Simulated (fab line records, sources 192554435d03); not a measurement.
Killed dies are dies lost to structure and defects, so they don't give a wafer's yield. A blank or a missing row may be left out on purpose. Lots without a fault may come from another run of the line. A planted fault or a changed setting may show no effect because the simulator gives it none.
Split-lot experiment | flow n5_finfet | 7 lots, 21 wafers read, on a route of 1938 steps

THE SPLIT
At N5_MOL_CONTACT_COAG_ETCH_67 (etches SOC in N2/H2, target depth 60 nm, overetch 21 nm, time 101.2 s), the setting source_w was moved away from the recipe's 840 W on 5 of the 21 wafers read, by -13.1% to +15.0%. The other wafers ran this setting at the recipe's value.

The reading is taken at the split's own step.

THE READING
rf_vpp_V, in V, at N5_MOL_CONTACT_COAG_ETCH_67 (etches SOC in N2/H2, target depth 60 nm, overetch 21 nm, time 101.2 s). Fault-free wafers of this fab line usually give 524.7 V, standard deviation 2.7 V.

wafer  | tool, chamber at the split | source_w as run, W | against the recipe | rf_vpp_V, V | against lot-mates on the recipe
L075.3 | rie_diel-05, 2             | 840                | recipe             | 519.7       | -
L075.4 | rie_diel-05, 2             | 840                | recipe             | 520.1       | -
L075.6 | rie_diel-05, 1             | 752.6              | -10.4%             | 545.0       | +25.1
L081.2 | rie_diel-02, 1             | 966.3              | +15.0%             | 503.4       | -20.6
L081.3 | rie_diel-02, 0             | 840                | recipe             | 522.5       | -
L081.4 | rie_diel-02, 2             | 840                | recipe             | 525.5       | -
L083.2 | rie_diel-05, 2             | 918.8              | +9.4%              | 513.4       | -12.5
L083.3 | rie_diel-05, 1             | 840                | recipe             | 525.9       | -
L083.5 | rie_diel-05, 3             | 918.8              | +9.4%              | 510.1       | -15.8
L087.1 | rie_diel-05, 2             | 840                | recipe             | 527.7       | -
L087.2 | rie_diel-05, 3             | 840                | recipe             | 525.7       | -
L087.5 | rie_diel-05, 3             | 840                | recipe             | 524.4       | -
L089.2 | rie_diel-06, 2             | 840                | recipe             | 520.8       | -
L089.3 | rie_diel-06, 0             | 840                | recipe             | 522.7       | -
L089.4 | rie_diel-06, 3             | 840                | recipe             | 528.9       | -
L091.3 | rie_diel-06, 3             | 729.6              | -13.1%             | 553.8       | +29.0
L091.5 | rie_diel-06, 2             | 840                | recipe             | 520.5       | -
L091.6 | rie_diel-06, 1             | 840                | recipe             | 529.1       | -
L097.3 | rie_diel-02, 2             | 840                | recipe             | 527.0       | -
L097.4 | rie_diel-02, 1             | 840                | recipe             | 527.8       | -
L097.5 | rie_diel-02, 3             | 840                | recipe             | 523.7       | -

THE FIT
A straight line over all 21 wafers: rf_vpp_V changes by -1.71 V for each +1% of source_w; r = -0.95; the points scatter about the line by 3.5 V.
The same after taking each lot's own level away (the mean of its wafers on the recipe; 21 wafers): -1.8 V for each +1%; r = -0.96; scatter 3.2 V.
On that fit, the largest move of source_w shifts the reading by 27 V.
The lots' own levels span 519.90 to 526.17 V, that is 2.3 times the standard deviation above.
So the lot-to-lot level changes the slope little: the two slopes agree.
Check: with one of the wafers moved furthest among these (+15.0%) left out of the fit, the line predicts -28.9 V for it against its lot-mates. It came out at -20.6 V against them.
Tool readings at the split's step, against how far the setting was moved: rf_vpp_V r = -0.95.

OTHER SPLITS ON THESE WAFERS
These wafers also went through other splits before the reading. Each is held against what the fit with the lots' levels taken away leaves over:
other split on the same wafers       | wafers away from the commonest value | r with rf_vpp_V (lot level and that fit taken away)
N5_SD_ACTIVATION_LSA_01 temp_c       | 6                                    | -0.22
N5_SDB_EXPOSE_08 dose_mj             | 9                                    | -0.09
N5_GATE_CUT_COAT_35 spin_rpm         | 5                                    | -0.42
N5_GATE_CUT_EXPOSE_10 dose_mj        | 10                                   | -0.20
N5_MOL_CONTACT_COAG_COAT_76 spin_rpm | 6                                    | +0.10

THE FILE'S OWN FIT
rf_vpp_V changes by -1.83 V for each +1% of source_w, r = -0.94.
